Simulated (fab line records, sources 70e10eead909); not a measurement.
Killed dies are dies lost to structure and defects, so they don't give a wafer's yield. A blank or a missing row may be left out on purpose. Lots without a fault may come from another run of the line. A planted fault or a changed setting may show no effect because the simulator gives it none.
Which tool did it? | flow nand_harc | 14 lots, 42 wafers sampled, at 2 steps of a route of 1302

WHAT THE GAUGES READ, wafer by wafer
NHARC_P_STI_CD_MEAS_16.
lot  | measured     | on        | cd_nm (nm)
L707 | day 3 15:19  | cd_sem-03 | 198.9 201.0 198.3
L708 | day 4 01:26  | cd_sem-03 | 198.1 200.4 202.1
L709 | day 4 11:05  | cd_sem-02 | 200.2 200.2 201.9
L710 | day 4 22:01  | cd_sem-02 | 201.5 201.6 200.8
L711 | day 5 08:33  | cd_sem-02 | 202.2 201.5 201.8
L713 | day 6 08:33  | cd_sem-02 | 199.3 198.3 198.1
L715 | day 6 23:29  | cd_sem-03 | 199.1 199.4 197.4
L716 | day 7 09:21  | cd_sem-01 | 195.4 196.8 196.8
L717 | day 7 18:46  | cd_sem-01 | 199.6 198.0 198.7
L718 | day 8 05:36  | cd_sem-02 | 198.7 201.2 197.3
L719 | day 8 18:29  | cd_sem-01 | 201.4 199.4 199.2
L722 | day 9 21:06  | cd_sem-03 | 198.9 201.2 199.5
L727 | day 11 23:03 | cd_sem-02 | 204.2 200.7 200.6
L728 | day 12 10:00 | cd_sem-02 | 196.9 200.1 200.5

NHARC_P_STI_OCD_MEAS_17.
lot  | measured     | on     | trench_depth_nm (nm) | trench_foot_cd_nm (nm)
L707 | day 3 15:24  | ocd-01 | 306 307 305          | 155.9 158.7 155.7
L708 | day 4 01:31  | ocd-01 | 302 301 308          | 157.0 158.6 159.9
L709 | day 4 11:10  | ocd-02 | 299 303 298          | 159.1 157.8 159.8
L710 | day 4 22:06  | ocd-01 | 307 306 305          | 158.9 158.4 157.6
L711 | day 5 08:38  | ocd-02 | 301 300 305          | 160.7 159.6 158.8
L713 | day 6 08:38  | ocd-02 | 302 298 307          | 158.3 157.2 155.7
L715 | day 6 23:34  | ocd-02 | 304 301 300          | 156.6 157.7 155.9
L716 | day 7 09:26  | ocd-01 | 301 300 301          | 154.9 155.4 155.4
L717 | day 7 18:52  | ocd-01 | 299 301 299          | 158.5 156.0 157.1
L718 | day 8 05:41  | ocd-02 | 302 299 301          | 157.2 157.8 155.6
L719 | day 8 18:34  | ocd-02 | 294 296 294          | 160.0 158.3 158.0
L722 | day 9 21:11  | ocd-02 | 309 305 304          | 154.8 159.2 157.2
L727 | day 11 23:08 | ocd-01 | 306 298 304          | 160.7 159.8 159.9
L728 | day 12 10:05 | ocd-01 | 298 295 296          | 155.3 158.5 159.4

WHICH TOOL RAN EACH LOT (tool, then ch and the chambers of the sampled wafers, then the start)
The record holds no process step before these readings.

WHAT THE TOOLS THEMSELVES READ (means of the sampled wafers that have a number; where no wafer has one, the mark that the record gives instead)
The record holds no such reading with a usual standard deviation.

THE ANSWER, worked out from the rows above alone
Rule: what is usual is taken from the lots themselves. Put in order of their means at a reading, lots are off if they are a third of the lots or fewer, leave a main group of 4 or more, and stand apart from it by a gap of 3 or more times the standard deviation of the main group's means; of several such gaps the widest counts. A main group whose means are all the same, to the digits that the tables above print for the reading, isn't used. A lot without any number at a reading at which 4 lots or more have one is off too. The other lots that the step has rows for count as sound. The gauges are gone through in route order, then the tools' own readings, and for those a lot's mean is taken as printed above. The first step at which some lot is off is used, and at that step the reading that is off furthest; a lot without a number counts as furthest.
No lot is off at any reading shown: from this, nothing can be told.

WHAT THE SIMULATOR HAD PUT IN
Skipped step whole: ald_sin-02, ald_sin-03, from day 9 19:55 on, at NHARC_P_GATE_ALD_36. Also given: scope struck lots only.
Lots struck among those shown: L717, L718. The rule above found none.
